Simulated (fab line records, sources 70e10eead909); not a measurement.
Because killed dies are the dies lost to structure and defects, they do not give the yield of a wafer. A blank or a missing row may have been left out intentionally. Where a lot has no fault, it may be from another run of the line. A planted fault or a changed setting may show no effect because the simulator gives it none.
What tool caused it? + flow nand-harc + 33 wafers from 11 lots sampled at 4 of the route's 1159 steps

WHAT THE GAUGES READ, wafer by wafer
NHARC_END_SORT_01.
| lot  | measured     | on        | sort_bin_2_pct (%) |
|------|--------------|-----------|--------------------|
| L496 | day 20 05:18 | prober-01 | 0.1 0.3 0.3        |
| L495 | day 20 12:48 | prober-02 | 0.7 1.0 1.2        |
| L503 | day 21 19:29 | prober-01 | 1.8 1.0 1.3        |
| L505 | day 22 03:14 | prober-02 | 1.5 1.6 1.5        |
| L507 | day 23 05:12 | prober-02 | 3.7 94.4 2.7       |
| L512 | day 23 12:20 | prober-01 | 99.0 0.4 1.5       |
| L515 | day 24 08:04 | prober-02 | 1.3 2.5 1.8        |

WHAT TOOL EACH LOT RAN ON (gives the tool, then ch and the chambers of the sampled wafers, and finally the start)
| lot  | NHARC_A_BLC_CMP_25            | NHARC_A_M0_DESCUM_14               | NHARC_A_M0_ETCH_15                 |
|------|-------------------------------|------------------------------------|------------------------------------|
| L493 | cmp-02 ch 0,1,2, day 17 19:55 | rie-diel-13 ch 0,1,3, day 17 21:28 | rie-diel-13 ch 2,3, day 17 21:38   |
| L496 | cmp-02 ch 0,1,3, day 18 06:32 | rie-diel-07 ch 1,2,3, day 18 07:58 | rie-diel-07 ch 0,1, day 18 08:07   |
| L497 | cmp-01 ch 0,2, day 18 09:53   | rie-diel-13 ch 1,2,3, day 18 11:22 | rie-diel-13 ch 0,1,2, day 18 11:33 |
| L495 | cmp-01 ch 0,2, day 18 11:02   | rie-diel-13 ch 1,2,3, day 18 12:35 | rie-diel-13 ch 0,1,3, day 18 12:46 |
| L498 | cmp-01 ch 0,1,2, day 19 08:31 | rie-diel-13 ch 0,3, day 19 09:57   | rie-diel-13 ch 0,1,3, day 19 10:07 |
| L503 | cmp-02 ch 1,2, day 19 17:41   | rie-diel-13 ch 0,1,3, day 19 19:02 | rie-diel-13 ch 0,2,3, day 19 19:12 |
| L504 | cmp-03 ch 0,2, day 20 08:23   | rie-diel-13 ch 0,2, day 20 09:55   | rie-diel-13 ch 0,2,3, day 20 10:07 |
| L505 | cmp-03 ch 0,1,2, day 20 12:53 | rie-diel-06 ch 1,3, day 20 14:22   | rie-diel-06 ch 0,3, day 20 14:31   |
| L507 | cmp-03 ch 0,2, day 21 15:35   | rie-diel-13 ch 0,2,3, day 21 17:07 | rie-diel-13 ch 1,2,3, day 21 17:17 |
| L512 | cmp-01 ch 0,2,3, day 21 16:03 | rie-diel-13 ch 0,1,2, day 21 17:54 | rie-diel-13 ch 0,1, day 21 18:04   |
| L515 | cmp-03 ch 0,1,2, day 22 13:17 | rie-diel-06 ch 1,2,3, day 22 14:46 | rie-diel-06 ch 0,2,3, day 22 14:58 |
- NHARC_A_BLC_CMP_25: polishes, t overpolish 30 s, target thk 150 nm.
- NHARC_A_M0_DESCUM_14: chemistry O2, time 3 s.
- NHARC_A_M0_ETCH_15: etches the open film in C4F8/Ar, target depth 150 nm, overetch 15 nm, time 82.5 s.

THE ANSWER, worked out from the rows above alone
Rule: the usual values come from the lots themselves. The widest of any qualifying gaps counts: lots, ordered by their means at a reading, are off when they make up no more than a third of the lots, leave a main group of 4 or more, and stand apart from it by 3 or more times the standard deviation of that group's means. Not used: any main group whose means are identical at the precision the tables above print for the reading. A lot without any number at a reading at which 4 lots or more have one is off too. All remaining lots with rows at the step are treated as sound.
Off: L507, L512 (NHARC_END_SORT_01, sort_bin_2_pct). Mean 1.2 % and standard deviation 0.56 in the main group. Neither off nor sound, because the step has no rows for them: L493, L497, L498, L504.
A tool fits if, at a process step before that reading, it ran every lot that is off, and no sound lot after the first of them. The gauges at NHARC_END_SORT_01 are tried like those tools. One fits: NHARC_A_M0_DESCUM_14 and NHARC_A_M0_ETCH_15 on rie-diel-13. At NHARC_A_M0_DESCUM_14 its last sound lot is L503 (day 19 19:02), its first lot that is off L507 (day 21 17:07): a fault that began between those two fits.

WHAT THE SIMULATOR HAD INSERTED
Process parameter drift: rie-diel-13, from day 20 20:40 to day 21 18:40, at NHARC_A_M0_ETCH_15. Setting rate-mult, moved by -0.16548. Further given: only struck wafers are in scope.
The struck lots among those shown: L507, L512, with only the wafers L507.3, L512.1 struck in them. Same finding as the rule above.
